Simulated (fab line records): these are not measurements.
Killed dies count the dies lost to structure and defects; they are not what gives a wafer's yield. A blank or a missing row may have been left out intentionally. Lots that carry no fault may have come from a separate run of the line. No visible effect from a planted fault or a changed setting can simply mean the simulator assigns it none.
fab line records -- flow n5_finfet
record: lots: 10, wafers: 28, last_day: 17
route steps=1938 shown STI_FIN_REVEAL@190 DUMMY_GATE@214 BEOL_M4@1111 PASSIVATION@1936
lots that met no fault: taken from a fault-free run of the same line
start_h: hours from the record's first day to the start of the lot's first wafer shown -- wait_h: how many hours have passed since the lot's step before this one -- " same as the row above -- L1.1+2: a row that stands for several wafers -- - no value, or no start given -- * or withheld: withheld -- < > ~ a bound
route shown NAME@n: names a module that has steps shown in the file, with the first one's number in the route -- usual: mean/standard deviation taken from wafers without a fault -- same: alike in all rows -- chamber/n: place in a boat -- sites: per-site readings -- _std_site: the standard deviation of these -- _edge_site: mean of outer sites minus mean of inner sites -- radius_mm: for every site, how far away it sits from the centre of the wafer -- mask NAME#n: copy n -- behind: the most recent tool/chamber to have shaped the wafer -- hold: what put the lot on hold/how long, in hours/how the hold closed -- device: transistor that didn't switch, given as n, p or np -- end of line: the tests these same wafers got at the end of their route -- a step given without rows: its recipe and nothing more -- killed: count of dies lost to structure and defects at first sort (not the wafer's yield) -- map: shows each die of a wafer: x if killed, . if not, _ if none is there
set.NAME: the run value of the setting; set.NAME@STEP: its run value at that earlier step -- model.NAME: the simulator's own value behind a step, which no gauge read
route steps across a sampled set of lots; one table per step, one row per wafer
services: when a tool's chamber went out of use (start_h, in hours from the record's first day, below 0 if earlier), for how many hours, and the reason
== steps ==
step: N5_STI_FIN_REVEAL_ETCHBACK_08
recipe: chemistry: C4F6/O2, target: SiO2, target_depth_a: 305, time_s: 10.167, ion_energy_ev: 250, pressure_mtorr: 30, source_w: 345, bias_w: 185, Ar_flow_sccm: 300, C4F6_flow_sccm: 10, O2_flow_sccm: 10
usual: bias_w: 184.9/0.57, drypump_motor_current_A: 5.9/0.35, oes_o_777_au: 0.76/0.083, oes_product_au: 0.76/0.08, rf_fwd_power_W: 341.2/1.6, rf_vpp_V: 667/11, showerhead_plenum_p_Torr: 2.87/0.079, throttle_valve_pct: 21.27/0.22
lot.wafer,tool,chamber,start_h,wait_h,bias_w,drypump_motor_current_A,oes_o_777_au,oes_product_au,rf_fwd_power_W,rf_hours_counter_h,rf_vpp_V,showerhead_plenum_p_Torr,throttle_valve_pct
L522.1,rie_diel-02,3,34.78,0.2,184.3,5.6,0.74,0.75,344.3,165,683,2.96,21.18
L522.2,rie_diel-02,1,34.78,0.2,185.8,6.3,0.71,0.70,343.2,240,657,2.93,21.64
L522.3,rie_diel-02,2,34.78,0.2,184.6,6.0,0.85,0.84,342.1,49,652,2.89,20.79
L529.1,rie_diel-01,0,75.31,0.3,183.9,5.9,0.74,0.73,341.9,171,660,2.71,21.35
L529.3,rie_diel-01,2,75.31,0.3,185.2,6.4,0.69,0.71,338.1,215,686,2.93,21.18
L529.6,rie_diel-01,1,75.31,0.3,185.2,5.8,0.67,0.68,340.7,-,671,2.92,21.32
L530.2,rie_diel-04,0,83.96,0.2,184.8,5.9,0.70,0.68,340.8,250,655,2.91,20.93
L530.3,rie_diel-04,2,83.96,0.2,184.6,5.4,0.71,0.69,342.8,206,662,2.94,21.40
L530.6,rie_diel-04,0,83.96,0.2,185.3,5.9,0.70,0.67,341.7,-,655,2.91,20.94
L531.3,rie_diel-02,3,89.83,0.1,184.6,5.7,0.73,0.73,341.7,182,683,2.95,21.19
L531.4,rie_diel-02,2,89.83,0.1,184.6,6.0,0.85,0.83,343.1,65,652,2.88,20.82
L531.5,rie_diel-02,2,89.83,0.1,185.0,6.0,0.84,0.84,340.8,-,651,2.88,20.81
L539.1,rie_diel-02,1,137.56,0.2,185.1,6.2,0.89,0.89,342.6,22,656,2.92,21.29
L539.2,rie_diel-02,2,137.56,0.2,184.1,6.0,0.82,0.81,341.2,85,652,2.87,20.84
L540.1,rie_diel-01,1,143.61,0.2,185.6,5.8,0.96,1.01,341.0,1,669,2.92,21.07
L540.2,rie_diel-01,0,143.61,0.2,185.6,5.9,0.71,0.72,340.6,201,661,2.70,21.42
L541.1,rie_diel-04,3,149.09,0.3,184.8,5.2,0.69,0.70,343.0,222,669,2.81,21.55
L541.3,rie_diel-04,2,149.09,0.3,185.4,5.4,0.70,0.67,340.1,225,663,2.93,21.44
L541.4,rie_diel-04,1,149.09,0.3,184.1,6.6,0.85,0.84,340.3,52,657,2.77,21.08
L542.4,rie_diel-02,2,153.57,0.1,185.5,6.0,0.81,0.79,341.7,89,651,2.87,20.84
L542.5,rie_diel-02,1,153.57,0.1,184.6,6.3,0.88,0.88,340.7,-,657,2.92,21.30
L542.6,rie_diel-02,0,153.57,0.1,185.4,5.9,0.78,0.76,338.2,-,661,2.83,21.28
L543.2,rie_diel-01,0,159.09,0.2,184.9,5.9,0.72,0.70,340.3,207,659,2.69,21.40
L543.3,rie_diel-01,1,159.09,0.2,185.5,5.8,0.93,0.97,341.5,7,670,2.91,21.07
L543.5,rie_diel-01,1,159.09,0.2,184.5,5.8,0.93,0.98,342.0,-,668,2.91,21.07
L544.1,rie_diel-02,1,164.81,0.2,185.4,6.3,0.87,0.88,343.0,32,655,2.91,21.31
L544.2,rie_diel-02,2,164.81,0.2,184.7,6.0,0.80,0.79,340.5,94,651,2.87,20.81
L544.3,rie_diel-02,0,164.81,0.2,184.6,5.9,0.78,0.76,339.6,158,661,2.83,21.28
step: N5_STI_FIN_REVEAL_STRIP_24
recipe: chemistry: N2/H2, time_s: 90, power_w: 100, temp_c: 40, pressure_mtorr: 100, rf_frequency_hz: 6e+07, bias_power_w: 3, n2_flow_sccm: 300, h2_flow_sccm: 300
usual: drypump_motor_current_A: 5.9/0.35, oes_product_au: 0.77/0.082, rf_vpp_V: 45.4/0.94, showerhead_plenum_p_Torr: 3.40/0.087, throttle_valve_pct: 12.34/0.25
lot.wafer,tool,chamber,start_h,wait_h,drypump_motor_current_A,oes_product_au,rf_hours_counter_h,rf_vpp_V,showerhead_plenum_p_Torr,throttle_valve_pct
L522.1,rie_diel-02,3,34.82,0.0,5.6,0.74,166,46.0,3.48,12.14
L522.2,rie_diel-02,1,34.82,0.0,6.3,0.71,240,44.5,3.46,12.66
L522.3,rie_diel-02,2,34.82,0.0,6.0,0.86,49,44.8,3.43,11.87
L529.1,rie_diel-01,0,75.35,0.0,5.9,0.76,171,45.7,3.22,12.49
L529.3,rie_diel-01,2,75.35,0.0,6.5,0.71,215,46.5,3.46,12.24
L529.6,rie_diel-01,1,75.35,0.0,5.8,0.68,-,45.2,3.48,12.52
L530.2,rie_diel-04,0,83.99,0.0,5.9,0.67,250,43.3,3.46,12.23
L530.3,rie_diel-04,2,83.99,0.0,5.4,0.68,206,46.2,3.49,12.51
L530.6,rie_diel-04,0,83.99,0.0,5.9,0.67,-,46.6,3.46,12.24
L531.3,rie_diel-02,3,89.86,0.0,5.6,0.72,182,45.3,3.47,12.19
L531.4,rie_diel-02,2,89.86,0.0,6.0,0.84,65,44.5,3.42,11.91
L531.5,rie_diel-02,2,89.86,0.0,6.0,0.84,-,46.1,3.42,11.90
L539.1,rie_diel-02,1,137.60,0.0,6.3,0.90,22,44.3,3.44,12.09
L539.2,rie_diel-02,2,137.60,0.0,6.0,0.82,85,45.4,3.41,11.96
L540.1,rie_diel-01,1,143.65,0.0,5.8,1.02,1,45.3,3.47,11.91
L540.2,rie_diel-01,0,143.65,0.0,5.9,0.72,201,46.0,3.21,12.59
L541.1,rie_diel-04,3,149.13,0.0,5.2,0.72,222,46.4,3.35,12.77
L541.3,rie_diel-04,2,149.13,0.0,5.4,0.68,225,46.5,3.48,12.56
L541.4,rie_diel-04,1,149.13,0.0,6.6,0.84,52,46.2,3.29,12.05
L542.4,rie_diel-02,2,153.61,0.0,6.0,0.81,89,46.5,3.41,11.96
L542.5,rie_diel-02,1,153.61,0.0,6.3,0.90,-,45.7,3.44,12.11
L542.6,rie_diel-02,0,153.61,0.0,5.9,0.77,-,44.1,3.39,12.45
L543.2,rie_diel-01,0,159.12,0.0,6.0,0.72,207,44.0,3.20,12.60
L543.3,rie_diel-01,1,159.12,0.0,5.8,0.99,7,45.8,3.47,11.93
L543.5,rie_diel-01,1,159.12,0.0,5.8,0.98,-,46.1,3.47,11.94
L544.1,rie_diel-02,1,164.85,0.0,6.3,0.88,32,44.6,3.43,12.11
L544.2,rie_diel-02,2,164.85,0.0,6.0,0.81,94,44.8,3.40,12.00
L544.3,rie_diel-02,0,164.85,0.0,5.9,0.76,158,45.2,3.39,12.48
step: N5_STI_FIN_REVEAL_FIN_H_MEAS_10
usual: trench_depth_nm: 51.6/0.8
lot.wafer,tool,chamber,start_h,wait_h,trench_depth_nm
L522.1,ocd-02,-,37.74,0.0,51.4
L522.2,ocd-02,-,37.74,0.0,51.0
L522.3,ocd-02,-,37.74,0.0,51.5
L529.1,ocd-02,-,78.31,0.0,50.7
L529.3,ocd-02,-,78.31,0.0,51.4
L529.6,ocd-02,-,78.31,0.0,50.9
L530.2,ocd-01,-,87.05,0.0,51.1
L530.3,ocd-01,-,87.05,0.0,50.8
L530.6,ocd-01,-,87.05,0.0,51.8
L531.3,ocd-01,-,93.08,0.0,52.1
L531.4,ocd-01,-,93.08,0.0,52.8
L531.5,ocd-01,-,93.08,0.0,52.9
L539.1,ocd-02,-,140.51,0.0,51.3
L539.2,ocd-02,-,140.51,0.0,52.3
L540.1,ocd-01,-,146.57,0.0,53.0
L540.2,ocd-01,-,146.57,0.0,50.4
L541.1,ocd-01,-,152.04,0.0,51.3
L541.3,ocd-01,-,152.04,0.0,51.0
L541.4,ocd-01,-,152.04,0.0,51.1
L542.4,ocd-01,-,156.55,0.0,51.2
L542.5,ocd-01,-,156.55,0.0,51.9
L542.6,ocd-01,-,156.55,0.0,52.2
L543.2,ocd-01,-,162.04,0.0,50.5
L543.3,ocd-01,-,162.04,0.0,53.1
L543.5,ocd-01,-,162.04,0.0,53.2
L544.1,ocd-01,-,167.76,0.0,51.9
L544.2,ocd-01,-,167.76,0.0,51.4
L544.3,ocd-01,-,167.76,0.0,51.7
step: N5_DUMMY_GATE_ALD_02
recipe: material: SiO2, target_thk_a: 20, temp_c: 300, ald_precursor_family: BDEAS, ald_co_reactant: O2-plasma, pulse_time_s: 1, pressure_torr: 2
usual: chamber_pressure_Torr: 2.000/0.0047, heater_power_outer_w: 247/25, heater_power_w: 450/50, precursor_pulse_height_rel: 1.001/0.02
lot.wafer,tool,chamber,start_h,wait_h,chamber_pressure_Torr,heater_power_outer_w,heater_power_w,precursor_pulse_height_rel,since_wet_clean_h
L522.1,ald_sin-01,0,38.26,0.4,2.007,197,400,0.996,136
L522.2,ald_sin-01,1,38.26,0.4,1.999,224,383,0.989,136
L522.3,ald_sin-01,3,38.26,0.4,2.001,247,393,1.002,136
L529.1,ald_sin-03,0,78.50,0.0,-,-,-,-,-
L529.3,ald_sin-03,3,78.50,0.0,-,-,-,-,-
L529.6,ald_sin-03,3,78.50,0.0,-,-,-,-,-
L530.2,ald_sin-01,2,87.23,0.0,-,-,-,-,-
L530.3,ald_sin-01,0,87.23,0.0,-,-,-,-,-
L530.6,ald_sin-01,3,87.23,0.0,-,-,-,-,-
L531.3,ald_sin-04,0,94.37,1.1,-,-,-,-,-
L531.4,ald_sin-04,2,94.37,1.1,-,-,-,-,-
L531.5,ald_sin-04,0,94.37,1.1,-,-,-,-,-
L539.1,ald_sin-03,3,140.69,0.0,1.994,254,441,0.969,41
L539.2,ald_sin-03,2,140.69,0.0,2.003,255,456,1.005,41
L540.1,ald_sin-03,2,147.02,0.3,1.999,253,475,1.032,47
L540.2,ald_sin-03,1,147.02,0.3,2.004,275,483,0.983,47
L541.1,ald_sin-01,1,152.22,0.0,2.000,222,388,0.991,250
L541.3,ald_sin-01,3,152.22,0.0,1.998,243,417,0.978,250
L541.4,ald_sin-01,2,152.22,0.0,2.002,295,559,0.989,250
L542.4,ald_sin-01,1,156.81,0.1,1.995,225,395,0.971,254
L542.5,ald_sin-01,2,156.81,0.1,1.997,299,568,1.005,-
L542.6,ald_sin-01,3,156.81,0.1,2.004,245,412,0.978,-
L543.2,ald_sin-04,1,162.22,0.0,1.996,246,469,1.001,350
L543.3,ald_sin-04,2,162.22,0.0,2.000,232,461,1.020,350
L543.5,ald_sin-04,1,162.22,0.0,1.995,256,471,1.009,-
L544.1,ald_sin-04,2,167.94,0.0,2.008,237,465,0.978,355
L544.2,ald_sin-04,1,167.94,0.0,1.996,247,472,1.013,355
L544.3,ald_sin-04,3,167.94,0.0,2.002,226,409,1.013,355
step: N5_BEOL_M4_RC_MEAS_101
usual: DIBL_N: 36.6/2.1, DIBL_P: 36.3/2.2, IOFF_N: 0.16/0.036, IOFF_P: 0.21/0.038, ION_N: 671/12, ION_P: 460/7.5, SS_N: 71.8/0.72, SS_P: 73.3/0.72, VT_N: 250/3.2, VT_P: -250/3.5
lot.wafer,tool,chamber,start_h,wait_h,DIBL_N[mV/V],DIBL_P[mV/V],IOFF_N[nA/um],IOFF_P[nA/um],ION_N[uA/um],ION_P[uA/um],SS_N[mV/dec],SS_P[mV/dec],VT_N[mV],VT_P[mV]
L522.1,prober-02,0,162.49,0.0,40.1,39.8,0.20,0.21,675,456,72.6,73.9,248,-254
L522.2,prober-02,0,162.49,0.0,35.0,35.4,0.12,0.16,655,453,71.2,72.8,253,-257
L522.3,prober-02,0,162.49,0.0,37.9,38.1,0.16,0.19,669,456,71.4,73.9,252,-257
L539.1,prober-02,0,272.36,0.0,32.8,32.3,0.12,0.17,668,464,70.8,73.3,254,-250
L539.2,prober-02,0,272.36,0.0,33.8,34.7,0.15,0.21,684,470,71.4,73.4,248,-248
L540.1,prober-02,0,275.01,0.0,34.1,35.0,0.13,0.18,680,464,71.4,72.3,249,-251
L540.2,prober-02,0,275.01,0.0,36.6,37.4,0.18,0.21,669,456,72.4,73.0,249,-252
L541.1,prober-01,0,279.65,0.0,37.1,38.6,0.14,0.21,657,457,71.7,74.2,252,-251
L541.3,prober-01,0,279.65,0.0,36.6,35.5,0.13,0.16,653,443,71.6,73.5,254,-257
L541.4,prober-01,0,279.65,0.0,35.7,35.3,0.12,0.16,648,447,71.1,72.5,255,-254
L542.4,prober-02,0,283.35,0.5,37.9,37.7,0.18,0.22,672,451,71.8,73.7,250,-253
L542.5,prober-02,0,283.35,0.5,35.5,35.2,0.14,0.19,667,457,71.7,72.5,254,-254
L542.6,prober-02,0,283.35,0.5,36.4,36.9,0.16,0.22,682,462,71.6,73.5,249,-251
L543.2,prober-01,0,290.95,0.2,37.2,35.3,0.16,0.24,658,456,72.2,73.5,251,-246
L543.3,prober-01,0,290.95,0.2,33.6,32.8,0.12,0.21,666,468,70.6,72.2,255,-249
L543.5,prober-01,0,290.95,0.2,34.7,33.9,0.14,0.21,667,469,70.3,72.7,247,-246
L544.1,prober-01,0,299.79,0.0,36.2,34.9,0.14,0.17,672,461,71.9,72.5,251,-255
L544.2,prober-01,0,299.79,0.0,36.7,35.4,0.14,0.19,673,463,71.5,73.0,250,-253
L544.3,prober-01,0,299.79,0.0,34.0,31.1,0.10,0.13,659,451,70.7,71.5,254,-258
step: N5_PASSIVATION_PROBE_49
usual: killed_at_M0_to_M3: 33/9.1, killed_at_M4_up: 14/5.6, killed_at_contacts: 13/5.7, killed_at_front_end: 42/12, killed_at_other: 4/3, killed_dies: 105/16, killed_on_rim: 13/4, killed_open: 69/11, killed_short: 34/7.5
same: gross_dies: 1180, killed_at_back_side: 0
lot.wafer,tool,chamber,start_h,wait_h,killed_at_M0_to_M3,killed_at_M4_up,killed_at_contacts,killed_at_front_end,killed_at_other,killed_dies,killed_on_rim,killed_open,killed_short
L522.1,prober-02,-,262.73,0.0,28,19,11,54,2,114,14,73,37
L522.2,prober-02,-,262.78,0.1,28,24,12,33,2,99,10,66,28
L522.3,prober-02,-,262.83,0.1,29,13,6,51,1,100,9,66,33
L530.2,prober-02,-,309.78,0.1,36,10,15,1094,2,1157,139,65,26
L530.3,prober-02,-,309.83,0.1,41,13,16,1092,1,1163,151,72,51
L530.6,prober-02,-,309.98,0.3,45,3,12,1099,4,1163,149,63,42
L531.3,prober-02,-,310.98,0.1,52,14,13,1075,5,1159,139,68,36
L531.4,prober-02,-,311.03,0.2,28,12,11,1101,4,1156,152,51,39
L531.5,prober-02,-,311.08,0.2,27,12,11,1101,0,1151,133,53,20
L529.1,prober-01,-,311.01,0.2,37,11,11,1093,1,1153,152,64,25
L529.3,prober-01,-,311.11,0.3,26,8,11,1112,0,1157,147,51,33
L529.6,prober-01,-,311.26,0.4,32,10,8,1101,5,1156,148,80,43
L541.1,prober-02,-,378.85,0.0,33,6,10,62,2,113,16,83,26
L543.2,prober-02,-,390.10,0.1,29,18,7,46,2,102,19,66,36
L543.3,prober-02,-,390.15,0.1,41,6,10,31,1,89,12,51,37
L543.5,prober-02,-,390.25,0.2,37,11,9,48,5,110,10,65,44
killed by level:class
L522.1 FIN_SAQP:geometric_particle:open=15 STI_FIN_REVEAL:geometric_particle:open=13 BEOL_M3:geometric_particle:open=10 FIN_SAQP:geometric_particle:short=8 MOL_CONTACT_COAG:geometric_particle:open=7 BEOL_M4:geometric_particle:open=5 BEOL_M0_SAQP:geometric_particle:open=5 MOL_CONTACT_COAG:geometric_particle:short=4
L522.2 BEOL_M4:geometric_particle:open=15 FIN_SAQP:geometric_particle:open=10 BEOL_M3:geometric_particle:open=10 FIN_SAQP:geometric_particle:short=8 MOL_CONTACT_COAG:geometric_particle:open=8 GATE_CUT:geometric_particle:short=5 BEOL_M2:geometric_particle:open=5 MOL_CONTACT_COAG:geometric_particle:short=4
L522.3 FIN_SAQP:geometric_particle:short=14 BEOL_M3:geometric_particle:open=13 FIN_SAQP:geometric_particle:open=11 BEOL_M4:geometric_particle:open=8 BEOL_M2:geometric_particle:open=7 MOL_CONTACT_COAG:geometric_particle:open=5 STI_FIN_REVEAL:geometric_particle:open=5 GATE_CUT:geometric_particle:short=5
L530.2 DUMMY_GATE:area_ald=1066 MOL_CONTACT_COAG:geometric_particle:open=11 FIN_SAQP:geometric_particle:open=8 BEOL_M2:geometric_particle:open=7 STI_FIN_REVEAL:geometric_particle:open=6 BEOL_M1:geometric_particle:open=6 BEOL_M0_SAQP:geometric_particle:short=6 BEOL_M0_SAQP:geometric_particle:open=5
L530.3 DUMMY_GATE:area_ald=1040 STI_FIN_REVEAL:geometric_particle:open=10 FIN_SAQP:geometric_particle:short=9 BEOL_M1:geometric_particle:open=9 MOL_CONTACT_COAG:geometric_particle:open=9 FIN_SAQP:geometric_particle:open=7 MOL_CONTACT_COAG:geometric_particle:short=7 DUMMY_GATE:geometric_particle:open=6
L530.6 DUMMY_GATE:area_ald=1058 FIN_SAQP:geometric_particle:short=13 FIN_SAQP:geometric_particle:open=11 BEOL_M1:geometric_particle:open=11 BEOL_M0_SAQP:geometric_particle:short=10 BEOL_M3:geometric_particle:open=10 MOL_CONTACT_COAG:geometric_particle:open=9 BEOL_M0_SAQP:geometric_particle:open=4
L531.3 DUMMY_GATE:area_ald=1055 BEOL_M2:geometric_particle:open=20 MOL_CONTACT_COAG:geometric_particle:open=12 BEOL_M2:geometric_particle:short=7 BEOL_M3:geometric_particle:open=7 GATE_CUT:geometric_particle:short=6 BEOL_M1:geometric_particle:short=5 BEOL_M0_SAQP:geometric_particle:short=4
L529.1 DUMMY_GATE:area_ald=1063 BEOL_M0_SAQP:geometric_particle:open=13 MOL_CONTACT_COAG:geometric_particle:open=9 STI_FIN_REVEAL:geometric_particle:open=8 BEOL_M0_SAQP:geometric_particle:short=8 FIN_SAQP:geometric_particle:open=5 DUMMY_GATE:geometric_particle:open=4 BEOL_M1:geometric_particle:open=4
L531.4 DUMMY_GATE:area_ald=1066 MOL_CONTACT_COAG:geometric_particle:open=10 STARTING-WAFER:geometric_particle:short=8 BEOL_M3:geometric_particle:open=7 BEOL_M2:geometric_particle:open=6 GATE_CUT:geometric_particle:short=5 BEOL_M0:geometric_particle:open=5 BEOL_M4:geometric_particle:open=5
L531.5 DUMMY_GATE:area_ald=1078 MOL_CONTACT_COAG:geometric_particle:open=8 BEOL_M4:geometric_particle:open=8 FIN_SAQP:geometric_particle:open=5 BEOL_M0_SAQP:geometric_particle:open=5 BEOL_M3:geometric_particle:open=5 BEOL_M1:geometric_particle:open=4 BEOL_M2:geometric_particle:open=4
L529.3 DUMMY_GATE:area_ald=1073 FIN_SAQP:geometric_particle:short=9 BEOL_M0_SAQP:geometric_particle:open=8 STI_FIN_REVEAL:geometric_particle:open=6 MOL_CONTACT_COAG:geometric_particle:open=6 FIN_SAQP:geometric_particle:open=5 MOL_CONTACT_COAG:geometric_particle:short=5 BEOL_M1:geometric_particle:open=5
L529.6 DUMMY_GATE:area_ald=1033 STI_FIN_REVEAL:geometric_particle:open=26 FIN_SAQP:geometric_particle:short=10 BEOL_M0_SAQP:geometric_particle:short=10 BEOL_M0_SAQP:geometric_particle:open=10 FIN_SAQP:geometric_particle:open=8 MOL_CONTACT_COAG:geometric_particle:open=6 STI_FIN_REVEAL:geometric_particle:short=5
L541.1 BEOL_M2:geometric_particle:open=20 FIN_SAQP:geometric_particle:open=18 FIN_SAQP:geometric_particle:short=10 MOL_CONTACT_COAG:geometric_particle:open=10 DUMMY_GATE:geometric_particle:open=9 STI_FIN_REVEAL:geometric_particle:open=5 GATE_CUT:geometric_particle:open=4 BEOL_M0_SAQP:geometric_particle:open=4
L543.2 BEOL_M1:geometric_particle:open=13 GATE_CUT:geometric_particle:short=10 BEOL_M4:geometric_particle:open=8 BEOL_M2:geometric_particle:open=7 GATE_CUT:geometric_particle:open=6 MOL_CONTACT_COAG:geometric_particle:open=6 STI_FIN_REVEAL:geometric_particle:open=5 STI_FIN_REVEAL:geometric_particle:short=5
L543.3 BEOL_M0_SAQP:geometric_particle:short=10 BEOL_M0_SAQP:geometric_particle:open=9 BEOL_M1:geometric_particle:open=8 BEOL_M3:geometric_particle:open=6 FIN_SAQP:geometric_particle:short=5 MOL_CONTACT_COAG:geometric_particle:open=5 MOL_CONTACT_COAG:geometric_particle:short=4 FIN_SAQP:geometric_particle:open=3
L543.5 FIN_SAQP:geometric_particle:short=10 MOL_CONTACT_COAG:geometric_particle:open=9 BEOL_M0_SAQP:geometric_particle:short=8 BEOL_M3:geometric_particle:open=8 FIN_SAQP:geometric_particle:open=6 ILD0:geometric_particle:open=6 GATE_CUT:geometric_particle:open=5 BEOL_M0_SAQP:geometric_particle:open=5
== services ==
tool,chamber,start_h,hours,kind
rie_diel-02,0,11.73,46.7,repair
ald_sin-04,-,19.60,14.6,pm
rie_diel-02,2,28.82,5.0,repair
ald_sin-01,2,29.49,15.1,repair
ald_sin-03,-,37.49,6.0,pm
ald_sin-01,0,48.15,11.9,repair
ald_sin-04,-,48.41,6.0,pm
rie_diel-02,1,59.17,-,clean
rie_diel-02,1,59.17,-,consumable_replace:focus_ring
rie_diel-02,1,59.17,15.3,scheduled_down
rie_diel-02,1,59.17,15.3,vent_cycle
rie_diel-02,-,63.58,14.6,pm
ald_sin-03,1,71.10,10.7,repair
rie_diel-01,-,72.88,0.5,repair
ald_sin-03,-,86.05,14.0,pm
ald_sin-01,1,97.47,2.0,repair
rie_diel-01,1,118.84,-,clean
rie_diel-01,1,118.84,-,consumable_replace:focus_ring
rie_diel-01,1,118.84,22.1,scheduled_down
rie_diel-01,1,118.84,22.1,vent_cycle
rie_diel-04,3,133.21,1.2,repair
ald_sin-03,0,143.95,2.6,repair
rie_diel-01,2,154.11,-,clean
rie_diel-01,2,154.11,-,consumable_replace:focus_ring
== key ==
first_sign: step: N5_DUMMY_GATE_ALD_02, reading: tool_record, direction: missing
effect: step: N5_PASSIVATION_PROBE_49, reading: killed_at_front_end, direction: up, sigmas: 86, usual: 42, struck: 1096
more_kills_born_at: N5_DUMMY_GATE_ALD_02@ald_sin-04: 3199, N5_DUMMY_GATE_ALD_02@ald_sin-03: 3169, N5_DUMMY_GATE_ALD_02@ald_sin-01: 3164
met_at N5_DUMMY_GATE_ALD_02
struck_lots L529,L530,L531
later_rows_left_out L529.1,L529.3,L529.6,L530.2,L530.3,L530.6,L531.3,L531.4,L531.5
tester_left_out L529,L530,L531
not_acting_at N5_STI_FIN_REVEAL_ETCHBACK_08,N5_STI_FIN_REVEAL_STRIP_24,N5_STI_FIN_REVEAL_FIN_H_MEAS_10
onset_between 38.26 78.50
fault: kind: skipped_step_whole, tool: ald_sin-01,ald_sin-03,ald_sin-04, chamber: -, onset_h: 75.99, steps: N5_DUMMY_GATE_ALD_02, scope: struck_lots_only
tester_left_out: of these lots the tester's yield and bins aren't shown, on N5 and GAA mostly nor the transistor test; their killed dies are dies lost to structure and defects alone, not to doping, threshold or leakage, so they don't give the yield
later_rows_left_out: the simulator's readings of these wafers behind a module that went badly wrong aren't trusted and aren't shown, but for the sort
